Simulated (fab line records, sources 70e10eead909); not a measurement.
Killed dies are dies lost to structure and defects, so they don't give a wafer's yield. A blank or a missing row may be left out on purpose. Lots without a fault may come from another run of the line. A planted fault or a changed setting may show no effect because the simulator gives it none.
A struck lot beside a sound one | flow nand_harc | 18 steps out of a route of 1302
Sound: wafers L482.2, L482.3, L482.6. Struck: wafers L495.1, L495.5, L495.6. The cause comes at the end.
At each step with rows: each side's tool, then ch and its chambers, then its first start. Under that, the readings that differ: sound wafers | struck wafers | difference of the means | sigmas: that difference in standard deviations of wafers without a fault.
alike: readings whose means differ by less than 2 such deviations, and words and numbers that are the same on both sides. not compared: withheld readings, readings that some wafer has no value for, bounds like >300 that may hide the same value, and numbers for which the record gives no deviation and whose values overlap.
The two part at a step that has a row with sigmas, a row that says differs or no value, or rows on one side only. Numbers that don't overlap but have no deviation are shown without sigmas and don't part them. A reading that every wafer of one side lacks parts them only if that side has two wafers or more.

NHARC_P_M2_PRE_CLEAN_32: time 12 s.
  sound on pecvd-01 ch 0,1, day 8 05:29; struck on pecvd-02 ch 0,2, day 13 15:04
  alike: heater_power_w, rf_fwd_power_W
NHARC_P_M2_DEP_33: deposits SiCN, target thk 30 nm.
  sound on pecvd-01 ch 0,1, day 8 05:34; struck on pecvd-02 ch 0,2, day 13 15:10
  alike: heater_power_w, rf_fwd_power_W
NHARC_P_BONDPAD_DEP_00: deposits SiCN, target thk 250 nm.
  sound on pecvd-01 ch 1,2; struck on pecvd-01 ch 0,1, day 13 15:32
  alike: heater_power_w, rf_fwd_power_W
NHARC_P_BONDPAD_CMP_32: polishes SiCN, target thk 200 nm.
  sound on cmp-02 ch 2,3, day 8 06:22; struck on cmp-02 ch 1,2, day 13 15:58
  alike: motor_current_A
NHARC_P_BONDPAD_THK_MEAS_33: measures by ellipsometry.
  sound on film_metro-02, day 8 06:37; struck on film_metro-02, day 13 16:12
  alike: thk_nm
then, 7 steps without rows for these wafers: NHARC_P_BONDPAD_SRD_34; NHARC_P_BONDPAD_DEHYDRATE_01 (time 120 s); NHARC_P_BONDPAD_HMDS_02 (time 30 s); NHARC_P_BONDPAD_COAT_36 (time 65 s); NHARC_P_BONDPAD_COAT_03 (resist thk 600 nm); NHARC_P_BONDPAD_SOFTBAKE_04 (time 70 s); NHARC_P_BONDPAD_EBR_05.
NHARC_P_BONDPAD_EXPOSE_06: exposes mask P BPAD.
  sound on krf_scanner-02 ch 0, day 8 07:02; struck on krf_scanner-02 ch 0, day 13 16:29
  reading              | sound             | struck            | difference | sigmas
  exposure_dose_mJ_cm2 | 37.08 37.06 37.06 | 51.07 51.09 51.10 | +14.02     | +99 or more
  alike: mask, focus_offset_nm
then, 2 steps without rows for these wafers: NHARC_P_BONDPAD_PEB_07 (peb time 80 s); NHARC_P_BONDPAD_DEVELOP_08 (time 50 s).
NHARC_P_BONDPAD_CD_MEAS_09: target cd 500 nm.
  sound on cd_sem-03 ch 0, day 8 07:12; struck on cd_sem-03 ch 0, day 13 16:38
  reading    | sound             | struck            | difference | sigmas
  cd_nm (nm) | 499.9 500.4 501.3 | 507.5 507.5 509.9 | +7.8       | +4
NHARC_P_BONDPAD_OVL_MEAS_38:
  sound on overlay-02, day 8 07:17; struck on overlay-01, day 13 16:44
  reading           | sound | struck   | difference | sigmas
  overlay_y_nm (nm) | 6 7 7 | -7 -7 -6 | -13        | -2
  alike: overlay_x_nm
NHARC_END_SORT_01:
  the record has rows for the sound wafers here (prober-01 ch 0, day 26 00:52) and none for the struck ones

WHERE THEY PART
First at NHARC_P_BONDPAD_EXPOSE_06; last, within this record, at NHARC_END_SORT_01.

WHY: what the simulator had put in
Process parameter drift: krf_scanner-02, from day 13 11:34 on, at NHARC_P_BONDPAD_EXPOSE_06. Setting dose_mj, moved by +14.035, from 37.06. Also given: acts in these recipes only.
